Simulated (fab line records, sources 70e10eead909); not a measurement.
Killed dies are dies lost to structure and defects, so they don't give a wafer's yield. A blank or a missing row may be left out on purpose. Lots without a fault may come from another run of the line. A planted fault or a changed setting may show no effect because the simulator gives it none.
A struck lot beside a sound one | flow nand_harc | 13 steps out of a route of 1159
Sound: wafers L736.2, L736.4, L736.6. Struck: wafers L728.1, L728.3, L728.5. The cause comes at the end.
At each step with rows: each side's tool, then ch and its chambers, then its first start. Under that, the readings that differ: sound wafers | struck wafers | difference of the means | sigmas: that difference in standard deviations of wafers without a fault.
alike: readings whose means differ by less than 2 such deviations, and words and numbers that are the same on both sides. not compared: withheld readings, readings that some wafer has no value for, bounds like >300 that may hide the same value, and numbers for which the record gives no deviation and whose values overlap.
The two part at a step that has a row with sigmas, a row that says differs or no value, or rows on one side only. Numbers that don't overlap but have no deviation are shown without sigmas and don't part them. A reading that every wafer of one side lacks parts them only if that side has two wafers or more.

NHARC_A_STAIRCASE_ETCH_236: etches the open film in C4F8/O2, target depth 100 nm, time 40.5 s.
  sound on rie_diel-10 ch 0,1,3; struck on rie_diel-10 ch 1,2,3
  alike: oes_product_au, rf_vpp_V
  not compared: rf_hours_counter_h
NHARC_A_STAIRCASE_STRIP_238: strips in O2.
  sound on plasma_asher-01 ch 1, day 15 07:07; struck on plasma_asher-01 ch 0,1, day 13 11:25
  alike: drypump_motor_current_A, heater_power_w
  not compared: rf_hours_counter_h
then, 9 steps without rows for these wafers: NHARC_A_STAIRCASE_STRIP_239 (strips in SPM, time 900 s); NHARC_A_STAIRCASE_PRECLEAN_240 (cleans in SC1); NHARC_A_STAIRCASE_SRD_241; NHARC_A_STAIRCASE_DEHYDRATE_242 (time 120 s); NHARC_A_STAIRCASE_HMDS_243 (time 30 s); NHARC_A_STAIRCASE_COAT_244; NHARC_A_STAIRCASE_SOFTBAKE_245 (time 170 s); NHARC_A_STAIRCASE_EBR_246; NHARC_A_STAIRCASE_EXPOSE_247 (exposes mask SDS 1).
NHARC_A_STAIRCASE_PEB_248: peb time 130 s.
  sound on litho_track-05 ch 0, day 15 08:11; struck on litho_track-05, day 13 12:34
  no value came back on the struck wafers for chill_plate_temp_C (C), exhaust_pa (Pa), resist_line_temp_C (C); on the sound wafers chill_plate_temp_C (C) reads 22.98 22.92 22.96
then, 1 step without rows for these wafers: NHARC_A_STAIRCASE_DEVELOP_249 (time 140 s).

WHERE THEY PART
Only at NHARC_A_STAIRCASE_PEB_248, within this record.

WHY: what the simulator had put in
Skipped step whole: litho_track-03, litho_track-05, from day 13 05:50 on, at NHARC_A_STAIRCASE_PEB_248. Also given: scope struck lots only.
